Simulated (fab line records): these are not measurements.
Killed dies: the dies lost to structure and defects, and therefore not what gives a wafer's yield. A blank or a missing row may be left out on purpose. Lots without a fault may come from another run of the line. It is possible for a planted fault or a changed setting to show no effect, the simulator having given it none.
Split-lot trial | flow n5_finfet | on a route of 1938 steps: 7 lots, 21 wafers read

== SPLIT DETAILS ==
At N5_BEOL_M11_COAT_05 (resist thk 90 nm), the setting spin_rpm was moved away from the recipe's 1500 rpm on 9 of the 21 wafers read, by -10.9% to +6.9%. The other wafers ran this setting at the recipe's value.

The reading comes from the split's own step.

== THE READING ==
CAR-ArF_of_BEOL_M11_COAT_05.thk_nm (the simulator's own value, which no gauge read), in nm, at N5_BEOL_M11_COAT_05 (resist thk 90 nm). The file gives no usual value for it. The 12 wafers here that ran the recipe average 90.0 nm, standard deviation 0.2 nm.

wafer  | tool, chamber at the split | spin_rpm as run, rpm | against the recipe | CAR-ArF_of_BEOL_M11_COAT_05.thk_nm, nm | against lot-mates on the recipe
L078.1 | litho_track-01, 0          | 1500                 | recipe             | 90.2                                   | -
L078.2 | litho_track-01, 0          | 1500                 | recipe             | 90.4                                   | -
L078.5 | litho_track-01, 0          | 1500                 | recipe             | 90                                     | -
L081.1 | litho_track-05, 0          | 1603                 | +6.9%              | 86.8                                   | no lot-mate on the recipe
L081.2 | litho_track-05, 0          | 1603                 | +6.9%              | 87.2                                   | no lot-mate on the recipe
L081.4 | litho_track-05, 0          | 1603                 | +6.9%              | 87                                     | no lot-mate on the recipe
L080.2 | litho_track-01, 0          | 1543                 | +2.9%              | 89.2                                   | -1.0
L080.3 | litho_track-01, 0          | 1500                 | recipe             | 90.2                                   | -
L080.4 | litho_track-01, 0          | 1500                 | recipe             | 90.2                                   | -
L082.1 | litho_track-03, 0          | 1500                 | recipe             | 90                                     | -
L082.2 | litho_track-03, 0          | 1500                 | recipe             | 89.8                                   | -
L082.5 | litho_track-03, 0          | 1337                 | -10.9%             | 95.2                                   | +5.3
L087.2 | litho_track-05, 0          | 1500                 | recipe             | 90                                     | -
L087.4 | litho_track-05, 0          | 1583                 | +5.5%              | 87.6                                   | -2.5
L087.5 | litho_track-05, 0          | 1500                 | recipe             | 90.2                                   | -
L089.2 | litho_track-01, 0          | 1429                 | -4.7%              | 91.8                                   | +2.2
L089.3 | litho_track-01, 0          | 1429                 | -4.7%              | 91.8                                   | +2.2
L089.5 | litho_track-01, 0          | 1500                 | recipe             | 89.6                                   | -
L094.1 | litho_track-05, 0          | 1500                 | recipe             | 90                                     | -
L094.6 | litho_track-05, 0          | 1500                 | recipe             | 90                                     | -
L094.2 | litho_track-05, 0          | 1407                 | -6.2%              | 93                                     | +3.0

THE FIT
A straight line over all 21 wafers: CAR-ArF_of_BEOL_M11_COAT_05.thk_nm changes by -0.445 nm for each +1% of spin_rpm; r = -0.99; the points scatter about the line by 0.24 nm.
The same after taking each lot's own level away (the mean of its wafers on the recipe; 18 wafers): -0.471 nm for each +1%; r = -1.00; scatter 0.13 nm.
Per that fit: largest spin_rpm move, reading shift of 5.1 nm.
Across the lots, their own levels run from 89.60 to 90.20 nm, a range of 3.0 times the standard deviation given above.
So the lot-to-lot level changes the slope little: the two slopes agree.
Check: with one of the wafers moved furthest among these (-10.9%) left out of the fit, the line predicts +5.01 nm for it against its lot-mates. Against them it came out at +5.3 nm.

== THESE WAFERS: OTHER SPLITS ==
Note: prior to the reading, these wafers also went through further splits. Each is held against what the fit with the lots' levels taken away leaves over:
other split on the same wafers | wafers away from the commonest value | r with CAR-ArF_of_BEOL_M11_COAT_05.thk_nm (lot level and that fit taken away)
N5_BEOL_M7_ETCH_41 bias_w      | 9                                    | -0.09
N5_BEOL_M8_DEP_56 time_s       | 10                                   | -0.22
N5_BEOL_M9_COAT_22 spin_rpm    | 7                                    | +0.13
N5_BEOL_M9_EXPOSE_25 dose_mj   | 9                                    | +0.09

== THE FILE'S OWN FIT ==
CAR-ArF_of_BEOL_M11_COAT_05.thk_nm changes by -0.474 nm for each +1% of spin_rpm, r = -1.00.
